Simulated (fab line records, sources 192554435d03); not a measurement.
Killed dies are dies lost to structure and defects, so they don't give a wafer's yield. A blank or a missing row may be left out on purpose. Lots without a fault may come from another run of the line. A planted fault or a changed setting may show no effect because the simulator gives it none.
Split-lot experiment | flow n5_finfet | 7 lots, 21 wafers read, on a route of 1938 steps

THE SPLIT
At N5_SD_EPI_P_COAT_03 (resist thk 150 nm), the setting spin_rpm was moved away from the recipe's 1500 rpm on 5 of the 21 wafers read, by -10.2% to +9.1%. The other wafers ran this setting at the recipe's value.

The reading is taken at the split's own step.

THE READING
CAR-ArF-block_of_SD_EPI_P_COAT_03.thk_nm (the simulator's own value, which no gauge read), in nm, at N5_SD_EPI_P_COAT_03 (resist thk 150 nm). The file gives no usual value for it. The 16 wafers here that ran the recipe average 149.9 nm, standard deviation 0.4 nm.

wafer  | tool, chamber at the split | spin_rpm as run, rpm | against the recipe | CAR-ArF-block_of_SD_EPI_P_COAT_03.thk_nm, nm | against lot-mates on the recipe
L074.1 | litho_track-03, 0          | 1420                 | -5.3%              | 153.6                                        | +4.2
L074.3 | litho_track-03, 0          | 1420                 | -5.3%              | 154                                          | +4.6
L074.4 | litho_track-03, 0          | 1500                 | recipe             | 149.4                                        | -
L077.1 | litho_track-01, 0          | 1500                 | recipe             | 149.6                                        | -
L077.2 | litho_track-01, 0          | 1500                 | recipe             | 150                                          | -
L077.4 | litho_track-01, 0          | 1500                 | recipe             | 149.8                                        | -
L080.3 | litho_track-04, 0          | 1500                 | recipe             | 150.2                                        | -
L080.4 | litho_track-04, 0          | 1500                 | recipe             | 150.8                                        | -
L080.5 | litho_track-04, 0          | 1637                 | +9.1%              | 143.6                                        | -6.9
L085.2 | litho_track-03, 0          | 1500                 | recipe             | 150                                          | -
L085.3 | litho_track-03, 0          | 1500                 | recipe             | 149.4                                        | -
L085.4 | litho_track-03, 0          | 1500                 | recipe             | 149.4                                        | -
L092.1 | litho_track-01, 0          | 1500                 | recipe             | 149.6                                        | -
L092.2 | litho_track-01, 0          | 1500                 | recipe             | 150.2                                        | -
L092.4 | litho_track-01, 0          | 1500                 | recipe             | 149.8                                        | -
L093.1 | litho_track-04, 0          | 1347                 | -10.2%             | 158.2                                        | +8.2
L093.3 | litho_track-04, 0          | 1500                 | recipe             | 150                                          | -
L093.4 | litho_track-04, 0          | 1347                 | -10.2%             | 159.2                                        | +9.2
L095.1 | litho_track-01, 0          | 1500                 | recipe             | 150.6                                        | -
L095.2 | litho_track-01, 0          | 1500                 | recipe             | 149.6                                        | -
L095.5 | litho_track-01, 0          | 1500                 | recipe             | 150                                          | -

THE FIT
A straight line over all 21 wafers: CAR-ArF-block_of_SD_EPI_P_COAT_03.thk_nm changes by -0.795 nm for each +1% of spin_rpm; r = -0.99; the points scatter about the line by 0.52 nm.
The same after taking each lot's own level away (the mean of its wafers on the recipe; 21 wafers): -0.821 nm for each +1%; r = -0.99; scatter 0.35 nm.
On that fit, the largest move of spin_rpm shifts the reading by 8.4 nm.
The lots' own levels span 149.40 to 150.50 nm, that is 2.7 times the standard deviation above.
So the lot-to-lot level changes the slope little: the two slopes agree.
Check: with one of the wafers moved furthest among these (-10.2%) left out of the fit, the line predicts +8.54 nm for it against its lot-mates. It came out at +8.2 nm against them.

OTHER SPLITS ON THESE WAFERS
These wafers also went through other splits before the reading. Each is held against what the fit with the lots' levels taken away leaves over:
other split on the same wafers                    | wafers away from the commonest value | r with CAR-ArF-block_of_SD_EPI_P_COAT_03.thk_nm (lot level and that fit taken away)
N5_WELL_APT_COAT_02 spin_rpm                      | 5                                    | -0.05
N5_PMOS_HMC_CHANNEL_EPI_EXPOSE_06 dose_mj         | 6                                    | -0.16
N5_PMOS_HMC_CHANNEL_EPI_DEVELOP_08 develop_time_s | 8                                    | +0.14
N5_FIN_CUT_COAT_29 spin_rpm                       | 8                                    | -0.37
N5_DUMMY_GATE_HM_DEP_06 time_s                    | 12                                   | +0.02
N5_SD_EPI_N_PEB_07 peb_time_s                     | 10                                   | +0.08

THE FILE'S OWN FIT
CAR-ArF-block_of_SD_EPI_P_COAT_03.thk_nm changes by -0.812 nm for each +1% of spin_rpm, r = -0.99.
